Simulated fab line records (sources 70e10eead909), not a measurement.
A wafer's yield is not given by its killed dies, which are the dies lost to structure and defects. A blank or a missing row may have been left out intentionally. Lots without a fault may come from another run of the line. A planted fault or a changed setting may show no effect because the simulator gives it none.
A single fault, viewed from 3 desks + flow nandHarc + what lay behind the numbers comes last; until then each desk has only its own

THE DEFECT DESK
Counts from the inspections along the route, per lot, as means over the sampled wafers that have a number. If a lot's mean is further than 4 standard deviations from the usual mean, the lot is out of limits and carries the mark OUT (the distance appears in the brackets).
Columns: A = rawDefectCount at NHARC_A_CHANNEL_HOLE_D2_INSPECT_40, usual 292
| lot  | first seen here | A              |
|------|-----------------|----------------|
| L140 | day 13 16:09    | 267            |
| L142 | day 14 01:56    | 373            |
| L141 | day 14 03:02    | 278            |
| L144 | day 14 22:39    | 236            |
| L145 | day 15 10:32    | 379            |
| L146 | day 15 14:16    | 477            |
| L148 | day 16 13:13    | 1281 (+11) OUT |
| L149 | day 17 00:51    | 1291 (+11) OUT |
| L154 | day 19 13:30    | 247            |
| L157 | day 20 23:00    | 441            |
| L161 | day 22 08:30    | 223            |
| L163 | day 23 06:17    | 244            |
| L162 | day 23 07:39    | 297            |
This desk's verdict: out of limits on L148, L149, starting with L148 at day 16 13:13 (rawDefectCount at NHARC_A_CHANNEL_HOLE_D2_INSPECT_40). L140, L142, L141, L144, L145, L146, L154, L157, L161, L163, L162 stayed within limits.

THE TOOL OWNER'S DESK: harEtch-01
The tool's own readings at NHARC_A_CHANNEL_HOLE_D2_ETCH_23 (etches the open film in C4F8/O2/Ar, time 819 s, target depth 1600 nm): means of the sampled wafers that have a number, for each lot that ran on this tool. If a lot's mean is further than 4 standard deviations from the usual mean, the lot is out of limits and carries the mark OUT (the distance appears in the brackets).
Columns: A = drypumpMotorCurrentA at NHARC_A_CHANNEL_HOLE_D2_ETCH_23, usual 5.4 A; B = showerheadPlenumPTorr at NHARC_A_CHANNEL_HOLE_D2_ETCH_23, usual 3.62 Torr; C = throttleValvePct at NHARC_A_CHANNEL_HOLE_D2_ETCH_23, usual 32.156 %
| lot  | first seen here | A   | B    | C      |
|------|-----------------|-----|------|--------|
| L140 | day 13 12:05    | 5.2 | 3.64 | 32.155 |
| L141 | day 13 22:47    | 5.8 | 3.53 | 32.153 |
| L144 | day 14 18:29    | 5.5 | 3.58 | 32.166 |
| L146 | day 15 10:00    | 4.9 | 3.68 | 32.150 |
| L148 | day 16 08:56    | 5.8 | 3.51 | 32.158 |
| L149 | day 16 20:35    | 5.8 | 3.51 | 32.150 |
| L157 | day 20 18:49    | 5.2 | 3.58 | 32.164 |
| L162 | day 23 03:23    | 5.2 | 3.57 | 32.155 |
Result from this desk: across the 8 lots, nothing is out of limits.

THE METROLOGY DESK
Means of the sampled wafers that have a number, per lot and without regard to the tool the lot ran on: this is what the gauges read. If a lot's mean is further than 4 standard deviations from the usual mean, the lot is out of limits and carries the mark OUT (the distance appears in the brackets).
Columns: A = cdNm at NHARC_A_CHANNEL_HOLE_D2_CD_MEAS_31, usual 90.1 nm
| lot  | first seen here | A    |
|------|-----------------|------|
| L140 | day 13 15:58    | 90.1 |
| L142 | day 14 01:45    | 89.0 |
| L141 | day 14 02:51    | 89.6 |
| L144 | day 14 22:28    | 90.1 |
| L145 | day 15 10:21    | 90.4 |
| L146 | day 15 14:04    | 91.0 |
| L148 | day 16 13:02    | 91.5 |
| L149 | day 17 00:40    | 91.0 |
| L154 | day 19 13:19    | 89.8 |
| L157 | day 20 22:49    | 90.5 |
| L161 | day 22 08:19    | 89.8 |
| L163 | day 23 06:05    | 90.4 |
| L162 | day 23 07:28    | 89.4 |
Result from this desk: across the 13 lots, nothing is out of limits.

BROUGHT TOGETHER
The defect desk could have raised an alarm at day 16 13:13, on L148, L149.
Nothing out of limits was seen by the tool owner's desk.
Nothing out of limits was seen by the metrology desk.
The tool owner's desk has L148, L149 on record, within its limits.
The metrology desk holds a record of L148, L149, inside its limits.
Of the lots named, all ran NHARC_A_CHANNEL_HOLE_D2_ETCH_23 on harEtch-01.

WHAT WAS PUT IN BY THE SIMULATOR
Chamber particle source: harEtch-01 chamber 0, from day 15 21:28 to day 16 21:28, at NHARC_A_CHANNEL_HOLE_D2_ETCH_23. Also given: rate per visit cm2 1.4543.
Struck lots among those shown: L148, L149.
Hours from the fault's start to each desk's first reading out of limits: the defect desk, 16.
